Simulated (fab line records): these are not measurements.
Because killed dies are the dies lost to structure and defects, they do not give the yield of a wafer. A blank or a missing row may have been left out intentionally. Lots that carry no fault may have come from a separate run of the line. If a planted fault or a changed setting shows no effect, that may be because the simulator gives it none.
A lot that was struck, set against a sound lot	flow n5_finfet	20 steps out of a route of 1938
Sound: these wafers, L446.1, L446.4, L446.6. Wafers L441.2, L441.3, L441.4 were the ones struck. The cause is given at the end.
Per side, at each step with rows, come the tool, then ch with its chambers, and then its first start. Under that, the readings that differ: sound wafers	struck wafers	difference of the means	sigmas: that difference in standard deviations of wafers without a fault.
alike: words and numbers the same on both sides, and readings whose means are apart by under 2 such deviations; not compared: readings that were withheld, readings missing a value for some wafer, numbers with overlapping values and no deviation given by the record, and bounds like >300 which may hide the same value.
Wherever a step has rows on one side only, a row that says differs or no value, or a row with sigmas, the two part there. When numbers do not overlap yet have no deviation, they are printed without sigmas and do not part them. A reading that every wafer of one side lacks parts them only if that side has two wafers or more.

first, 11 steps without rows for these wafers: N5_BEOL_M0_SAQP_COAT_105 (time 60 s, resist thk 100 nm); N5_BEOL_M0_SAQP_ETCH_106 (etches SOC in N2/H2, stops on SiNx, target depth 150 nm); N5_BEOL_M0_SAQP_ETCH_107 (etches SiNx in CH3F/O2, target depth 30 nm); N5_BEOL_M0_SAQP_STRIP_108 (strips in N2/H2); N5_BEOL_M0_SAQP_RECESS_109 (chemistry HF/NH3, target SiO2, target depth 3 nm, afs cycles 1, sublimation time 60 s); N5_BEOL_M0_SAQP_SPACER2_ALD_26 (deposits SiO2, target thk 15 nm, pulse time 1 s, purge time 2 s); N5_BEOL_M0_SAQP_SPACER2_ETCHBACK_27 (etches SiO2 in CHF3/O2, target depth 22.5 nm, time 11.25 s); N5_BEOL_M0_SAQP_MANDREL2_REMOVE_110 (chemistry HBr/Cl2/O2, target a-Si, stops on SiCN, bt time 10 s); N5_BEOL_M0_SAQP_COAT_69 (time 60 s, resist thk 90 nm); N5_BEOL_M0_SAQP_COAT_72 (time 60 s, resist thk 15 nm); N5_BEOL_M0_SAQP_COAT_87 (time 60 s, resist thk 5 nm).
N5_BEOL_M0_SAQP_COAT_34: resist thk 30 nm.
  sound on litho_track-01 ch 0, day 11 11:58; struck on litho_track-05 ch 0, day 10 05:26
reading	sound	struck	difference	sigmas
spin_speed_rpm (rpm)	1500.7 1500.7 1499.3	1264.4 1262.4 1264.7	-236.4	-99 or more
model.CAR-EUV_of_BEOL_M0_SAQP_COAT_34.thk_nm (nm)	29.8 29.8 29.8	32.6 32.6 32.6	+2.8	
then, 5 steps without rows for these wafers: N5_BEOL_M0_SAQP_EBR_36; N5_BEOL_M0_SAQP_SOFTBAKE_35 (time 60 s); N5_BEOL_M0_SAQP_EXPOSE_37 (exposes mask M0 CUT1, target cd 30 nm); N5_BEOL_M0_SAQP_PEB_38 (peb time 60 s); N5_BEOL_M0_SAQP_DEVELOP_39 (develop time 30 s).
N5_BEOL_M0_SAQP_DESCUM_45: chemistry O2, time 7 s.
  sound on rie_diel-01 ch 0,1,3, day 11 12:23; struck on rie_diel-01 ch 0,2,3, day 10 05:50
reading	sound	struck	difference	sigmas
model.CAR-EUV_of_BEOL_M0_SAQP_COAT_34.thk_nm (nm)	25.8 25.8 26	28.8 28.6 28.6	+2.8	
  alike: chamber_pressure_mTorr, drypump_motor_current_A, oes_product_au, rf_vpp_V, showerhead_plenum_p_Torr, throttle_valve_pct
  not compared: rf_hours_counter_h
then, 1 step without rows for these wafers: N5_BEOL_M0_SAQP_ETCH_88 (etches underlayer in N2/H2, target depth 6.5 nm, time 5.2 s).
-- the record jumps here: 4 days lie between the struck wafers' starts before and after (it left off in module BEOL_M0_SAQP and takes up again in module BEOL_M4, whose first step shown is number 1111 of the route) --
N5_BEOL_M4_RC_MEAS_101:
  sound on prober-02 ch 0, day 15 06:11; struck on prober-02 ch 0, day 13 18:15
  alike: DIBL_N, DIBL_P, IOFF_N, IOFF_P, ION_N, ION_P, SS_N, SS_P, VT_N, VT_P

## WHERE THEY PART
Only at N5_BEOL_M0_SAQP_COAT_34, as far as this record shows. Later steps at which nothing parts them and some readings are alike: N5_BEOL_M0_SAQP_DESCUM_45, N5_BEOL_M4_RC_MEAS_101.

WHY: what had been put in by the simulator
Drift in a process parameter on litho_track-05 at N5_BEOL_M0_SAQP_COAT_34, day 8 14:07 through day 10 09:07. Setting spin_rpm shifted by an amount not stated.
